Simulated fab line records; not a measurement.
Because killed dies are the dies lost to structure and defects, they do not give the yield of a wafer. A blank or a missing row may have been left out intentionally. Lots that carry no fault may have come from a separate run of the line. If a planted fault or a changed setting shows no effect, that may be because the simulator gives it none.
Problem report in the 8D (eight disciplines) form, filled by code    flow nand harc    the parts of the form that need people (team, actions taken, sign-off) are left out

## 1. THE PROBLEM
At NHARC_END_SORT_01, sort_bin_2_pct averages 96.6 % over 3 wafers from 2 lots, while fault-free wafers read 1.4 %, standard deviation 0.6. That is +99 or more standard deviations from the usual mean.
Earliest sighting: wafer L609.1 on prober-01 at day 23 12:32. Wafers with a number at this step in the record: 6, from 2 lots. Rule for "out" (also "out of limits"): further than 4 standard deviations from the usual mean. All remaining wafers that have a number are taken as sound.

## 2. WHAT IT IS; WHAT IT IS NOT
question                     is                                                                                                                   is not
which readings at this step  sort_bin_2_pct, defect limited yield, killed at array, killed dies, sort n pass, sort rim yield pct, sort yield pct  killed at periphery, killed short, sort_bin_3_pct, sort_bin_4_pct
which lots                   L608, L609                                                                                                           -
which wafers of those lots   L608.5, L609.1, L609.5                                                                                               L608.2, L608.4, L609.4
read on which gauges         prober-01, prober-02                                                                                                 -
when                         from day 23 12:32                                                                                                    up to then (0 sound wafers); but 3 sound wafers of L608, L609 came after

## 3. WHAT RULES OUT EACH SUSPECT
Counting: if a tool at a process step up to the reading ran every lot that is out, it stays a suspect. Sound lots after the first of them don't rule it out here, since some wafers of a struck lot are sound.
- ruled out: the gauge at NHARC_END_SORT_01. Those wafers that are out were read across 2 gauges (prober-01, prober-02).
- pvd sputter-01 at NHARC_A_M1_PVD_21 (deposits Cu, target thk 30 nm, time 20.49 s): kept. It ran every lot that is out, first L608 (day 21 20:08).
After counting, what remains is pvd sputter-01 at NHARC_A_M1_PVD_21.

## 4. THE CAUSE (what the simulator had put in)
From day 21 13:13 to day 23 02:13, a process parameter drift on pvd sputter-01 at NHARC_A_M1_PVD_21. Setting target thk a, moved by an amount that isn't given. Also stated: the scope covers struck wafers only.
The count eliminated every tool but this one.

## 5. SEQUENCE OF EFFECTS, ordered by route
Each row: a reading whose mean over the struck wafers that have a number lies more than 3 standard deviations from the usual. Only readings whose record carries a usual standard deviation are examined. hours: median over the lots of the time between each lot's start at the first step of this table that gives one and its start at this step. sigmas: the change, counted in usual standard deviations.
hours  step               reading               usual   on struck wafers  change  sigmas
0      NHARC_END_SORT_01  defect limited yield  95.6 %  0.0               -95.6   -60
0      NHARC_END_SORT_01  killed at array       26      673               +647    +65
0      NHARC_END_SORT_01  killed dies           30      677               +647    +59
0      NHARC_END_SORT_01  sort_bin_2_pct        1.4 %   96.6              +95.2   +99 or more
0      NHARC_END_SORT_01  sort n pass           647     0                 -647    -59
0      NHARC_END_SORT_01  sort rim yield pct    95.8 %  0.0               -95.8   -32
0      NHARC_END_SORT_01  sort yield pct        95.6 %  0.0               -95.6   -60

## 6. WHAT WOULD HAVE CAUGHT IT SOONER
The first out-of-limits reading at a measuring or inspecting step in this record came at day 23 12:32, 47 hours after the fault's start at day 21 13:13.
Tool readings at NHARC_A_M1_PVD_21 with a usual standard deviation given in the record: none out on any struck wafer, hence no alarm at a limit of 4 standard deviations on them.
By day 23 12:32, every lot that is out (2) had started NHARC_A_M1_PVD_21 on pvd sputter-01. Holding the tool at that point would not have protected any of them.
